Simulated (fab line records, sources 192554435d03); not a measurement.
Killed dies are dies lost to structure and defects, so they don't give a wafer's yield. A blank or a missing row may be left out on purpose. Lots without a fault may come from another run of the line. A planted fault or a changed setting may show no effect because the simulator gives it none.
Chamber matching | flow n5_finfet | N5_SDB_STRIP_21 on rie_diel-05: 4 sister chambers
The step strips in CF4. 4 wafers are shown with their chamber, then 10 later ones without.

WAFERS WITH THEIR CHAMBER
wafer  | chamber | showerhead_plenum_p_Torr (Torr)
L085.6 | 0       | 1.74
L090.5 | 1       | 1.74
L092.3 | 2       | 1.89
L092.4 | 3       | 1.90

WAFERS WITHOUT THEIR CHAMBER
wafer  | showerhead_plenum_p_Torr (Torr)
L092.6 | 1.74
L094.1 | 1.90
L094.2 | 1.88
L094.5 | 1.88
L096.2 | 1.90
L096.3 | 1.74
L096.4 | 1.73
L097.2 | 1.88
L097.4 | 1.74
L097.5 | 1.88

WHICH CHAMBER EACH WENT THROUGH
wafer  | from the rows above     | in truth
L092.6 | can't be placed: 0 or 1 | 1
L094.1 | can't be placed: 3 or 2 | 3
L094.2 | can't be placed: 2 or 3 | 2
L094.5 | can't be placed: 2 or 3 | 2
L096.2 | can't be placed: 3 or 2 | 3
L096.3 | can't be placed: 0 or 1 | 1
L096.4 | can't be placed: 0 or 1 | 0
L097.2 | can't be placed: 2 or 3 | 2
L097.4 | can't be placed: 0 or 1 | 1
L097.5 | can't be placed: 2 or 3 | 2
Placed correctly: 0 of 10. Can't be placed from these rows: 10 (the true chamber is among the candidates in 10). Placed wrongly: 0.
How it was worked out, from the rows above alone: a wafer's distance from a chamber is the root of the sum, over the readings, of the square of ((its reading less the chamber's mean) divided by the reading's scatter). The wafer belongs to the nearest chamber; if the next one is less than 2 further off, it can't be placed. A chamber's mean is the mean of its shown wafers. The scatter: with one shown wafer a chamber, the root of the mean of the squares of how far each hidden wafer lies from its nearest shown one.
